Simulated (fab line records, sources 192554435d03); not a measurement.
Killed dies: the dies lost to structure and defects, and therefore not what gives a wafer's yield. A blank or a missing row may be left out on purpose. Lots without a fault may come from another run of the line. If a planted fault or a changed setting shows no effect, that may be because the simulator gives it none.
fab line records ; flow n5Finfet
record lots=7; wafers=21
route steps=1938 shown BEOL_M7@1299 BEOL_M9@1407 BEOL_M10@1470
startH: hours from the record's first day to the start of the lot's first wafer shown ; waitH: hours elapsed since this lot's preceding step ; " same as the row above ; L1.1+2: a row that stands for several wafers ; - either no value or no given start ; * or withheld: withheld ; < > ~ a bound
route shown NAME@n: a module of which the file shows steps, and the number in the route of the first ; usual: the fault-free wafers' mean and standard deviation ; same: alike in all rows ; chamber/n: place in a boat ; sites: per-site readings ; _std_site: how widely they spread, as a standard deviation ; _edge_site: the outer-site mean with the inner-site mean subtracted ; radiusMm: how far each site lies from the wafer's centre ; mask NAME#n: copy n ; behind: the tool/chamber that last shaped the wafer ; hold: the reason the lot was held/the length of the hold in hours/how it ended ; device: names the non-switching transistor (n, p or np) ; end of line: the route-end tests of the same wafers ; a step without rows: its recipe alone ; killed: dies lost to structure and defects at the first sort, not the wafer's yield ; map: a wafer's dies, marking killed ones x, the rest . and places with no die _
set.NAME: setting as actually run; set.NAME@STEP: the setting as run at that earlier step ; model.NAME: the simulator's own value behind a step, which no gauge read
lots run with intentionally changed settings; tables by step, rows by wafer
## steps
# step N5_BEOL_M7_DESCUM_33
# recipe chemistry=O2; timeS=7; sourcePowerW=50; biasPowerW=20; pressureMtorr=20; rfFrequencyHz=2.712e+07; tempC=40; resist=CAR-EUV; o2FlowSccm=225
lot.wafer;tool;chamber;startH;waitH;set.timeS;set.doseMj@BEOL_M7_EXPOSE_25;model.BEOL_M7.cdNm;model.CAR-EUV_of_BEOL_M7_COAT_22.thkNm
L076.3;rieDiel-06;0;200.53;0.0;7;42.5;39.8;26
L076.4;rieDiel-06;2;200.53;0.0;7;45.56;41.2;26
L076.5;rieDiel-06;1;200.53;0.0;7.423;45.56;41.2;25.8
L077.1+3;rieDiel-03;3,0;211.01;0.0;7;42.5;40;26.2
L077.4;rieDiel-03;2;211.01;0.0;7;42.5;39.8;26
L078.1;rieDiel-03;3;211.41;0.2;7.61;43.68;40.4;26
L078.4+6;rieDiel-03;0,3;211.41;0.2;7;43.68;40.6;26.2
L079.1+3;rieDiel-01;0,2;226.38;0.0;7;40.83;39.2;26.2
L079.2;rieDiel-01;3;226.38;0.0;7;40.83;39;26.2
L083.3;rieDiel-03;1;249.37;0.5;7;39.72;38.2;26.2
L083.5;rieDiel-03;1;249.37;0.5;7;39.72;38.4;26.2
L083.6;rieDiel-03;2;249.37;0.5;7;42.5;40;26.2
L085.1;rieDiel-03;2;251.21;0.0;7;45.41;41.2;26
L085.3;rieDiel-03;0;251.21;0.0;5.644;45.41;41.2;26.8
L085.4;rieDiel-03;1;251.21;0.0;5.644;42.5;39.6;26.8
L092.2;rieDiel-06;0;314.49;0.0;7;40.3;39.2;26
L092.4;rieDiel-06;2;314.49;0.0;6.406;40.3;38.8;26.4
L092.5;rieDiel-06;3;314.49;0.0;6.406;40.3;39;26.4
# step N5_BEOL_M7_ETCH_72
# recipe chemistry=N2/H2; target=underlayer; targetDepthA=65; maskMaterial=CAR-EUV; timeS=5.2; ionEnergyEv=200; pressureMtorr=30; sourceW=840; biasW=150; n2FlowSccm=200; h2FlowSccm=200; ends=cleared
lot.wafer;tool;chamber;startH;waitH;set.doseMj@BEOL_M7_EXPOSE_25;set.timeS@BEOL_M7_DESCUM_33;model.BEOL_M7.cdNm;model.CAR-EUV_of_BEOL_M7_COAT_22.thkNm
L076.3;rieDiel-06;0;200.57;0.0;42.5;7;40;20.4
L076.4;rieDiel-06;2;200.57;0.0;45.56;7;41;20.2
L076.5;rieDiel-06;1;200.57;0.0;45.56;7.423;41.2;20
L077.1+3;rieDiel-03;3,0;211.04;0.0;42.5;7;40;20.4
L077.4;rieDiel-03;2;211.04;0.0;42.5;7;39.8;20.4
L078.1;rieDiel-03;3;211.44;0.0;43.68;7.61;40.6;20
L078.4+6;rieDiel-03;0,3;211.44;0.0;43.68;7;40.6;20.4
L079.1;rieDiel-01;0;226.41;0.0;40.83;7;39;20.4
L079.2;rieDiel-01;3;226.41;0.0;40.83;7;38.8;20.4
L079.3;rieDiel-01;2;226.41;0.0;40.83;7;39.2;20.6
L083.3+5;rieDiel-03;1;249.41;0.0;39.72;7;38.2;20.4
L083.6;rieDiel-03;2;249.41;0.0;42.5;7;40;20.6
L085.1;rieDiel-03;2;251.24;0.0;45.41;7;41.2;20.4
L085.3;rieDiel-03;0;251.24;0.0;45.41;5.644;41.2;21.2
L085.4;rieDiel-03;1;251.24;0.0;42.5;5.644;39.6;21
L092.2;rieDiel-06;0;314.53;0.0;40.3;7;39.2;20.4
L092.4+5;rieDiel-06;2,3;314.53;0.0;40.3;6.406;38.8;20.6
# step N5_BEOL_M7_ETCH_65
# recipe chemistry=CF4; target=SiARC; targetDepthA=156; maskMaterial=CAR-EUV; timeS=26; ionEnergyEv=80; pressureMtorr=40; sourceW=545; biasW=36; Ar_flow_sccm=100; cf4FlowSccm=100; ends=cleared
lot.wafer;tool;chamber;startH;waitH;set.timeS@BEOL_M7_DESCUM_33;model.CAR-EUV_of_BEOL_M7_COAT_22.thkNm
L076.3;rieDiel-06;0;200.58;0.0;7;11.2
L076.4;rieDiel-06;2;200.58;0.0;7;11
L076.5;rieDiel-06;1;200.58;0.0;7.423;10.8
L077.1+3+4;rieDiel-03;3,0,2;211.06;0.0;7;11.2
L078.1;rieDiel-03;3;211.46;0.0;7.61;10.8
L078.4;rieDiel-03;0;211.46;0.0;7;11.2
L078.6;rieDiel-03;3;211.46;0.0;7;11
L079.1+2+3;rieDiel-01;0,3,2;226.43;0.0;7;11.2
L083.3+5+6;rieDiel-03;1,1,2;249.42;0.0;7;11.2
L085.1;rieDiel-03;2;251.26;0.0;7;11.2
L085.3;rieDiel-03;0;251.26;0.0;5.644;12
L085.4;rieDiel-03;1;251.26;0.0;5.644;11.8
L092.2;rieDiel-06;0;314.54;0.0;7;11
L092.4+5;rieDiel-06;2,3;314.54;0.0;6.406;11.4
# step N5_BEOL_M7_ETCH_66
# recipe chemistry=N2/H2; target=SOC; targetDepthA=800; overetchA=160; maskMaterial=SiARC; tempC=40; timeS=120; ionEnergyEv=200; pressureMtorr=30; sourceW=840; biasW=150; n2FlowSccm=200; h2FlowSccm=200
lot.wafer;tool;chamber;startH;waitH;set.doseMj@BEOL_M7_EXPOSE_25;model.BEOL_M7.cdNm
L076.3;rieDiel-06;0;200.61;0.0;42.5;40
L076.4;rieDiel-06;2;200.61;0.0;45.56;41.2
L076.5;rieDiel-06;1;200.61;0.0;45.56;41.6
L077.1;rieDiel-03;3;211.09;0.0;42.5;40.2
L077.3;rieDiel-03;0;211.09;0.0;42.5;40
L077.4;rieDiel-03;2;211.09;0.0;42.5;39.6
L078.1+6;rieDiel-03;3;211.49;0.0;43.68;40.8
L078.4;rieDiel-03;0;211.49;0.0;43.68;40.6
L079.1+2;rieDiel-01;0,3;226.46;0.0;40.83;38.8
L079.3;rieDiel-01;2;226.46;0.0;40.83;39.4
L083.3+5;rieDiel-03;1;249.45;0.0;39.72;38.4
L083.6;rieDiel-03;2;249.45;0.0;42.5;39.8
L085.1;rieDiel-03;2;251.28;0.0;45.41;41
L085.3;rieDiel-03;0;251.28;0.0;45.41;41.2
L085.4;rieDiel-03;1;251.28;0.0;42.5;39.6
L092.2;rieDiel-06;0;314.57;0.0;40.3;39.6
L092.4;rieDiel-06;2;314.57;0.0;40.3;39
L092.5;rieDiel-06;3;314.57;0.0;40.3;39.2
# step N5_BEOL_M7_VIA_ETCH_34
# recipe chemistry=C4F6/O2; target=SiCOH_lowk; targetDepthA=1255; maskMaterial=SOC; taperDeg=4; timeS=50.5; ionEnergyEv=250; pressureMtorr=30; sourceW=345; biasW=185; Ar_flow_sccm=300; C4F6_flow_sccm=10; O2_flow_sccm=10
# usual rfVppV=666/16
lot.wafer;tool;chamber;startH;waitH;set.sourceW;rfVppV
L076.3;rieDiel-06;0;200.71;0.0;299.8;720
L076.4;rieDiel-06;2;200.71;0.0;345;676
L076.5;rieDiel-06;1;200.71;0.0;299.8;690
L077.1;rieDiel-03;3;211.19;0.0;345;656
L077.3;rieDiel-03;0;211.19;0.0;345;687
L077.4;rieDiel-03;2;211.19;0.0;345;669
L078.1;rieDiel-03;3;211.59;0.0;403.9;607
L078.4;rieDiel-03;0;211.59;0.0;345;688
L078.6;rieDiel-03;3;211.59;0.0;403.9;606
L079.1;rieDiel-01;0;226.56;0.0;345;655
L079.2;rieDiel-01;3;226.56;0.0;389.7;612
L079.3;rieDiel-01;2;226.56;0.0;345;653
L083.3;rieDiel-03;1;249.55;0.0;375.2;629
L083.5;rieDiel-03;1;249.55;0.0;345;658
L083.6;rieDiel-03;2;249.55;0.0;375.2;641
L085.1;rieDiel-03;2;251.39;0.0;345;668
L085.3;rieDiel-03;0;251.39;0.0;345;686
L085.4;rieDiel-03;1;251.39;0.0;345;656
L092.2;rieDiel-06;0;314.67;0.0;345;669
L092.4;rieDiel-06;2;314.67;0.0;311.4;711
L092.5;rieDiel-06;3;314.67;0.0;311.4;740
# step N5_BEOL_M7_TRENCH_ETCH_37
# recipe chemistry=C4F6/O2; targetDepthA=934.78; target=SiCOH_lowk; timeS=31.2; ionEnergyEv=250; pressureMtorr=30; sourceW=345; biasW=185; Ar_flow_sccm=300; C4F6_flow_sccm=10; O2_flow_sccm=10
# usual rfVppV=666/16
lot.wafer;tool;chamber;startH;waitH;set.sourceW;rfVppV
L076.3;rieDiel-06;0;-;-;345;670
L076.4;rieDiel-06;2;-;-;379;644
L076.5;rieDiel-06;1;-;-;345;642
L077.1;rieDiel-03;3;-;-;345;658
L077.3;rieDiel-03;0;-;-;345;687
L077.4;rieDiel-03;2;-;-;345;669
L078.1;rieDiel-03;3;-;-;307.6;695
L078.4;rieDiel-03;0;-;-;307.6;730
L078.6;rieDiel-03;3;-;-;345;655
L079.1;rieDiel-01;0;-;-;287.6;717
L079.2;rieDiel-01;3;-;-;287.6;716
L079.3;rieDiel-01;2;-;-;345;650
L083.3;rieDiel-03;1;-;-;345;658
L083.5;rieDiel-03;1;-;-;345;657
L083.6;rieDiel-03;2;-;-;294.7;724
L085.1;rieDiel-03;2;-;-;345;668
L085.3;rieDiel-03;0;-;-;345;688
L085.4;rieDiel-03;1;-;-;405.1;605
L092.2;rieDiel-06;0;-;-;367.4;649
L092.4;rieDiel-06;2;-;-;367.4;654
L092.5;rieDiel-06;3;-;-;345;702
# step N5_BEOL_M9_COAT_60
# recipe resist=SiARC; tempC=220; timeS=60; spinRpm=1500; resistThkNm=30
lot.wafer;tool;chamber;startH;waitH;set.spinRpm;model.SiARC_of_BEOL_M9_COAT_60.thkNm
L076.3;lithoTrack-01;0;-;-;1634;28.8
L076.4;lithoTrack-01;0;-;-;1634;28.6
L076.5;lithoTrack-01;0;-;-;1500;30
L077.1+3+4;lithoTrack-03;0;-;-;1500;30.2
L078.1+4;lithoTrack-02;0;-;-;1668;28.6
L078.6;lithoTrack-02;0;-;-;1500;30
L079.1+3;lithoTrack-01;0;-;-;1500;30
L079.2;lithoTrack-01;0;-;-;1455;30.4
L083.3;lithoTrack-02;0;-;-;1500;30
L083.5+6;lithoTrack-02;0;-;-;1500;30.2
L085.1+3+4;lithoTrack-03;0;-;-;1500;30.2
L092.2;lithoTrack-03;0;-;-;1500;30
L092.4+5;lithoTrack-03;0;-;-;1335;31.8
# step N5_BEOL_M9_COAT_05
# recipe resist=CAR-ArF; spinRpm=1500; resistThkNm=90
# step N5_BEOL_M9_EBR_07
# recipe solvent=PGMEA; ebrWidthMm=1.5
# step N5_BEOL_M9_DESCUM_16
# recipe chemistry=O2; timeS=7.9; sourcePowerW=50; biasPowerW=20; pressureMtorr=20; rfFrequencyHz=2.712e+07; tempC=40; resist=CAR-ArF; o2FlowSccm=225
# step N5_BEOL_M9_ETCH_61
# recipe chemistry=CF4; target=SiARC; targetDepthA=390; maskMaterial=CAR-ArF; timeS=65; ionEnergyEv=80; pressureMtorr=40; sourceW=545; biasW=36; Ar_flow_sccm=100; cf4FlowSccm=100; ends=cleared
lot.wafer;tool;chamber;startH;waitH;set.spinRpm@BEOL_M9_COAT_60;model.etch.depthNm;model.CAR-ArF_of_BEOL_M9_COAT_05.thkNm
L076.3;rieDiel-03;3;217.08;0.0;1634;28.73;56.6
L076.4;rieDiel-03;2;217.08;0.0;1634;28.68;56.6
L076.5;rieDiel-03;0;217.08;0.0;1500;29.96;55.6
L077.1;rieDiel-06;1;224.90;0.0;1500;30.22;55.8
L077.3;rieDiel-06;0;224.90;0.0;1500;30.2;55.8
L077.4;rieDiel-06;2;224.90;0.0;1500;30.24;56
L078.1;rieDiel-01;3;228.01;0.0;1668;28.54;56.8
L078.4;rieDiel-01;2;228.01;0.0;1668;28.57;57
L078.6;rieDiel-01;0;228.01;0.0;1500;30.06;55.4
L079.1;rieDiel-01;3;237.74;0.0;1500;30.02;55.4
L079.2;rieDiel-01;0;237.74;0.0;1455;30.44;55
L079.3;rieDiel-01;2;237.74;0.0;1500;30.01;55.4
L083.3;rieDiel-01;3;268.12;0.0;1500;30.1;55.4
L083.5;rieDiel-01;1;268.12;0.0;1500;30.11;55.2
L083.6;rieDiel-01;2;268.12;0.0;1500;30.12;55.6
L085.1;rieDiel-03;1;268.44;0.0;1500;30.15;55.8
L085.3;rieDiel-03;0;268.44;0.0;1500;30.12;55.6
L085.4;rieDiel-03;1;268.44;0.0;1500;30.17;55.8
L092.2;rieDiel-01;3;329.13;0.0;1500;29.98;56.2
L092.4;rieDiel-01;2;329.13;0.0;1335;31.79;54.4
L092.5;rieDiel-01;0;329.13;0.0;1335;31.84;54.4
# step N5_BEOL_M9_DEP_56
# recipe material=SiCN; targetThkA=150; tempC=withheld; precursor=3MS/NH3; pressureTorr=3; rfW=202; timeS=26.5
lot.wafer;tool;chamber;startH;waitH;set.timeS;model.SiCN_of_BEOL_M9_DEP_56.thkNm
L076.3;pecvd-01;1;220.83;0.0;27.74;15.2
L076.4;pecvd-01;1;220.83;0.0;26.5;14.8
L076.5;pecvd-01;0;220.83;0.0;26.5;15.2
L077.1;pecvd-04;1;230.13;0.0;26.5;15
L077.3;pecvd-04;0;230.13;0.0;26.5;14.8
L077.4;pecvd-04;1;230.13;0.0;26.5;15.2
L078.1;pecvd-01;2;234.55;0.0;30.08;16.2
L078.4;pecvd-01;2;234.55;0.0;26.5;14.6
L078.6;pecvd-01;0;234.55;0.0;30.08;17
L079.1+3;pecvd-02;0,1;243.70;0.0;26.5;15.2
L079.2;pecvd-02;1;243.70;0.0;26.5;14.8
L083.3;pecvd-04;0;273.09;0.0;23.66;13.2
L083.5;pecvd-04;2;273.09;0.0;23.66;13.6
L083.6;pecvd-04;1;273.09;0.0;26.5;15.2
L085.1;pecvd-02;1;273.90;0.0;24.64;14
L085.3;pecvd-02;2;273.90;0.0;26.5;15.4
L085.4;pecvd-02;1;273.90;0.0;26.5;15.2
L092.2;pecvd-01;0;334.19;0.0;23.53;13.2
L092.4;pecvd-01;0;334.19;0.0;26.5;15
L092.5;pecvd-01;2;334.19;0.0;23.53;13.6
# step N5_BEOL_M10_ILD_DEP_00
# recipe material=SiCOH_lowk; targetThkA=3085.1; tempC=300; precursor=DEMS/porogen; pressureTorr=5; rfW=500; timeS=58
lot.wafer;tool;chamber;startH;waitH;set.timeS;model.SiCOH_lowk_of_BEOL_M10_ILD_DEP_00.thkNm
L076.3;pecvd-04;1;221.00;0.1;61.54;327.8
L076.4;pecvd-04;0;221.00;0.1;58;313.4
L076.5;pecvd-04;1;221.00;0.1;58;310
L077.1;pecvd-04;1;230.28;0.0;58;308.8
L077.3;pecvd-04;0;230.28;0.0;58;313.6
L077.4;pecvd-04;1;230.28;0.0;58;311.4
L078.1;pecvd-01;1;234.68;0.0;50.07;260.2
L078.4;pecvd-01;2;234.68;0.0;58;304.8
L078.6;pecvd-01;0;234.68;0.0;58;306.4
L079.1;pecvd-04;0;243.86;0.0;58;310.2
L079.2;pecvd-04;1;243.86;0.0;51.35;275.8
L079.3;pecvd-04;2;243.86;0.0;51.35;273.4
L083.3;pecvd-03;0;273.23;0.0;58;304.2
L083.5;pecvd-03;1;273.23;0.0;54.15;283
L083.6;pecvd-03;2;273.23;0.0;54.15;286.2
L085.1;pecvd-04;1;274.04;0.0;51.6;273.6
L085.3;pecvd-04;2;274.04;0.0;58;305.2
L085.4;pecvd-04;2;274.04;0.0;51.6;276.4
L092.2;pecvd-03;2;334.33;0.0;53;279.2
L092.4;pecvd-03;2;334.33;0.0;53;285.6
L092.5;pecvd-03;0;334.33;0.0;53;285.4
# step N5_BEOL_M10_CURE_71
# recipe tempC=385; timeS=240; ambient=He/Ar; material=SiCOH_lowk
lot.wafer;tool;chamber;startH;waitH;set.timeS@BEOL_M10_ILD_DEP_00;model.SiCOH_lowk_of_BEOL_M10_ILD_DEP_00.thkNm
L076.3;uvCure-01;0;221.23;0.2;61.54;285
L076.4;uvCure-01;0;221.23;0.2;58;272.4
L076.5;uvCure-01;0;221.23;0.2;58;269.2
L077.1;uvCure-02;0;230.39;0.1;58;268.2
L077.3;uvCure-02;0;230.39;0.1;58;272.4
L077.4;uvCure-02;0;230.39;0.1;58;270.4
L078.1;uvCure-03;0;234.76;0.0;50.07;225.4
L078.4;uvCure-03;0;234.76;0.0;58;264.8
L078.6;uvCure-03;0;234.76;0.0;58;266
L079.1;uvCure-02;1;243.94;0.0;58;269.4
L079.2;uvCure-02;1;243.94;0.0;51.35;239.2
L079.3;uvCure-02;1;243.94;0.0;51.35;237
L083.3;uvCure-01;0;273.46;0.2;58;264.2
L083.5;uvCure-01;0;273.46;0.2;54.15;245.4
L083.6;uvCure-01;0;273.46;0.2;54.15;248.4
L085.1;uvCure-03;1;274.11;0.0;51.6;237.2
L085.3;uvCure-03;1;274.11;0.0;58;265.2
L085.4;uvCure-03;1;274.11;0.0;51.6;239.8
L092.2;uvCure-01;2;334.94;0.6;53;242
L092.4;uvCure-01;2;334.94;0.6;53;247.8
L092.5;uvCure-01;2;334.94;0.6;53;247.6
# step N5_BEOL_M10_THK_MEAS_01
# recipe reads=SiCOH_lowk_of_BEOL_M10_ILD_DEP_00
# usual M10_ILD_THK=268/3.5
lot.wafer;tool;chamber;startH;waitH;set.timeS@BEOL_M10_ILD_DEP_00;M10_ILD_THK[nm]
L076.3;filmMetro-01;-;221.59;0.3;61.54;285
L076.4;filmMetro-01;-;221.59;0.3;58;272
L076.5;filmMetro-01;-;221.59;0.3;58;269
L077.1;filmMetro-02;-;230.90;0.4;58;268
L077.3;filmMetro-02;-;230.90;0.4;58;273
L077.4;filmMetro-02;-;230.90;0.4;58;270
L078.1;filmMetro-02;-;235.27;0.4;50.07;226
L078.4;filmMetro-02;-;235.27;0.4;58;265
L078.6;filmMetro-02;-;235.27;0.4;58;266
L079.1;filmMetro-02;-;244.45;0.4;58;269
L079.2;filmMetro-02;-;244.45;0.4;51.35;239
L079.3;filmMetro-02;-;244.45;0.4;51.35;237
L083.3;filmMetro-01;-;273.82;0.3;58;264
L083.5;filmMetro-01;-;273.82;0.3;54.15;245
L083.6;filmMetro-01;-;273.82;0.3;54.15;248
L085.1;filmMetro-01;-;274.63;0.4;51.6;237
L085.3;filmMetro-01;-;274.63;0.4;58;265
L085.4;filmMetro-01;-;274.63;0.4;51.6;240
L092.2;filmMetro-01;-;335.38;0.4;53;242
L092.4;filmMetro-01;-;335.38;0.4;53;248
L092.5;filmMetro-01;-;335.38;0.4;53;248
# step N5_BEOL_M10_ETCH_62
# recipe chemistry=N2/H2; target=SOC; targetDepthA=1100; overetchA=220; maskMaterial=SiARC; tempC=40; timeS=165; ionEnergyEv=200; pressureMtorr=30; sourceW=840; biasW=150; n2FlowSccm=200; h2FlowSccm=200
lot.wafer;tool;chamber;startH;waitH;set.timeS;model.SiARC_of_BEOL_M10_COAT_60.thkNm
L076.3;rieDiel-04;0;224.05;0.0;165;23.2
L076.4;rieDiel-04;0;224.05;0.0;165;23.4
L076.5;rieDiel-04;3;224.05;0.0;165;23.6
L077.1;rieDiel-04;3;231.92;0.0;165;23.8
L077.3+4;rieDiel-04;0,1;231.92;0.0;165;23.4
L078.1;rieDiel-02;0;237.13;0.0;165;23.4
L078.4;rieDiel-02;2;237.13;0.0;165;23.8
L078.6;rieDiel-02;2;237.13;0.0;150.1;24.4
L079.1;rieDiel-02;1;246.42;0.0;165;23.6
L079.2;rieDiel-02;2;246.42;0.0;165;23.8
L079.3;rieDiel-02;0;246.42;0.0;165;23.4
L083.3;rieDiel-02;3;275.93;0.0;199.6;22
L083.5;rieDiel-02;1;275.93;0.0;165;23.6
L083.6;rieDiel-02;0;275.93;0.0;199.6;22.2
L085.1;rieDiel-05;1;276.20;0.0;165;23.4
L085.3;rieDiel-05;2;276.20;0.0;153.7;24
L085.4;rieDiel-05;0;276.20;0.0;153.7;23.8
L092.2+4+5;rieDiel-04;1,1,0;337.19;0.0;165;23.4
# step N5_BEOL_M10_COAT_64
# recipe resist=SiARC; tempC=220; timeS=60; spinRpm=1500; resistThkNm=30
lot.wafer;tool;chamber;startH;waitH;set.spinRpm;model.SiARC_of_BEOL_M10_COAT_64.thkNm
L076.3+5;lithoTrack-02;0;-;-;1500;30
L076.4;lithoTrack-02;0;-;-;1385;31.4
L077.1+3+4;lithoTrack-02;0;-;-;1500;30
L078.1+6;lithoTrack-04;0;-;-;1342;31.8
L078.4;lithoTrack-04;0;-;-;1500;30.2
L079.1+2+3;lithoTrack-04;0;-;-;1500;30
L085.1+3;lithoTrack-02;0;-;-;1500;30
L085.4;lithoTrack-02;0;-;-;1500;30.2
L083.3+5;lithoTrack-04;0;-;-;1500;30.2
L083.6;lithoTrack-04;0;-;-;1615;29.2
L092.2+5;lithoTrack-05;0;-;-;1500;30
L092.4;lithoTrack-05;0;-;-;1500;30.2
# step N5_BEOL_M10_COAT_22
# recipe resist=CAR-ArF; spinRpm=1500; resistThkNm=90
# step N5_BEOL_M10_EBR_24
# recipe solvent=PGMEA; ebrWidthMm=1.5
# step N5_BEOL_M10_DESCUM_33
# recipe chemistry=O2; timeS=7.9; sourcePowerW=50; biasPowerW=20; pressureMtorr=20; rfFrequencyHz=2.712e+07; tempC=40; resist=CAR-ArF; o2FlowSccm=225
# step N5_BEOL_M10_ETCH_65
# recipe chemistry=CF4; target=SiARC; targetDepthA=390; maskMaterial=CAR-ArF; timeS=65; ionEnergyEv=80; pressureMtorr=40; sourceW=545; biasW=36; Ar_flow_sccm=100; cf4FlowSccm=100; ends=cleared
# usual etchRfOnTimeS=64.9/1
lot.wafer;tool;chamber;startH;waitH;set.spinRpm@BEOL_M10_COAT_64;etchRfOnTimeS;model.etch.depthNm;model.CAR-ArF_of_BEOL_M10_COAT_22.thkNm
L076.3;rieDiel-05;3;226.65;0.0;1500;64.9;29.98;55.2
L076.4;rieDiel-05;0;226.65;0.0;1385;67.8;31.33;54
L076.5;rieDiel-05;3;226.65;0.0;1500;64.9;30.07;55
L077.1;rieDiel-02;2;233.06;0.0;1500;65.5;29.98;56
L077.3;rieDiel-02;1;233.06;0.0;1500;65.5;29.94;56
L077.4;rieDiel-02;3;233.06;0.0;1500;64.7;29.97;56.4
L078.1;rieDiel-05;0;240.69;0.0;1342;67.9;31.88;53.6
L078.4;rieDiel-05;2;240.69;0.0;1500;64.3;30.11;55.4
L078.6;rieDiel-05;0;240.69;0.0;1342;67.5;31.79;54
L079.1;rieDiel-05;1;248.68;0.0;1500;63.5;29.97;55.4
L079.2;rieDiel-05;0;248.68;0.0;1500;64.6;29.95;55.6
L079.3;rieDiel-05;2;248.68;0.0;1500;64.0;29.93;55.4
L085.1;rieDiel-05;3;278.40;0.0;1500;65.2;29.99;55.4
L085.3;rieDiel-05;2;278.40;0.0;1500;64.5;30.07;55.6
L085.4;rieDiel-05;0;278.40;0.0;1500;64.8;30.12;55.6
L083.3;rieDiel-04;2;278.41;0.0;1500;63.6;30.27;55
L083.5;rieDiel-04;3;278.41;0.0;1500;66.2;30.22;55.2
L083.6;rieDiel-04;0;278.41;0.0;1615;63.0;29.14;56.6
L092.2;rieDiel-02;3;339.14;0.0;1500;65.5;30.05;55.2
L092.4;rieDiel-02;1;339.14;0.0;1500;66.0;30.1;55
L092.5;rieDiel-02;2;339.14;0.0;1500;66.1;30.08;55.6
## key
split step=N5_BEOL_M7_DESCUM_33; setting=timeS; stated=7; by=wafer
response step=N5_BEOL_M7_DESCUM_33; reading=model.CAR-EUV_of_BEOL_M7_COAT_22.thkNm; change=-0.039; per=1%; r=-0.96
response step=N5_BEOL_M7_ETCH_72; reading=model.CAR-EUV_of_BEOL_M7_COAT_22.thkNm; change=-0.0367; per=1%; r=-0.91
response step=N5_BEOL_M7_ETCH_65; reading=model.CAR-EUV_of_BEOL_M7_COAT_22.thkNm; change=-0.0382; per=1%; r=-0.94
split step=N5_BEOL_M7_VIA_ETCH_34; setting=sourceW; stated=345; by=wafer
response step=N5_BEOL_M7_VIA_ETCH_34; reading=rfVppV; change=-3.8; per=1%; r=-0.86
split step=N5_BEOL_M7_TRENCH_ETCH_37; setting=sourceW; stated=345; by=wafer
response step=N5_BEOL_M7_TRENCH_ETCH_37; reading=rfVppV; change=-4.2; per=1%; r=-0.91
split step=N5_BEOL_M9_COAT_60; setting=spinRpm; stated=1500; by=wafer
response step=N5_BEOL_M9_COAT_60; reading=model.SiARC_of_BEOL_M9_COAT_60.thkNm; change=-0.144; per=1%; r=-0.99
response step=N5_BEOL_M9_ETCH_61; reading=model.etch.depthNm; change=-0.148; per=1%; r=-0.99
response step=N5_BEOL_M9_ETCH_61; reading=model.CAR-ArF_of_BEOL_M9_COAT_05.thkNm; change=+0.139; per=1%; r=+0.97
split step=N5_BEOL_M9_DEP_56; setting=timeS; stated=26.5; by=wafer
response step=N5_BEOL_M9_DEP_56; reading=model.SiCN_of_BEOL_M9_DEP_56.thkNm; change=+0.15; per=1%; r=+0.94
split step=N5_BEOL_M10_ILD_DEP_00; setting=timeS; stated=58; by=wafer
response step=N5_BEOL_M10_ILD_DEP_00; reading=model.SiCOH_lowk_of_BEOL_M10_ILD_DEP_00.thkNm; change=+3.05; per=1%; r=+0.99
response step=N5_BEOL_M10_CURE_71; reading=model.SiCOH_lowk_of_BEOL_M10_ILD_DEP_00.thkNm; change=+2.69; per=1%; r=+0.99
response step=N5_BEOL_M10_THK_MEAS_01; reading=M10_ILD_THK; change=+2.69; per=1%; r=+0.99
split step=N5_BEOL_M10_ETCH_62; setting=timeS; stated=165; by=wafer
response step=N5_BEOL_M10_ETCH_62; reading=model.SiARC_of_BEOL_M10_COAT_60.thkNm; change=-0.0741; per=1%; r=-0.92
split step=N5_BEOL_M10_COAT_64; setting=spinRpm; stated=1500; by=wafer
response step=N5_BEOL_M10_COAT_64; reading=model.SiARC_of_BEOL_M10_COAT_64.thkNm; change=-0.154; per=1%; r=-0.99
response step=N5_BEOL_M10_ETCH_65; reading=etchRfOnTimeS; change=*; per=1%; r=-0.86
response step=N5_BEOL_M10_ETCH_65; reading=model.etch.depthNm; change=-0.16; per=1%; r=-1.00
response step=N5_BEOL_M10_ETCH_65; reading=model.CAR-ArF_of_BEOL_M10_COAT_22.thkNm; change=+0.161; per=1%; r=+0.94
split outsideThisFile step=N5_BEOL_M7_EXPOSE_25 setting=doseMj
# split outsideThisFile: this setting was split too, and the file shows its column; the key of that split is in another file
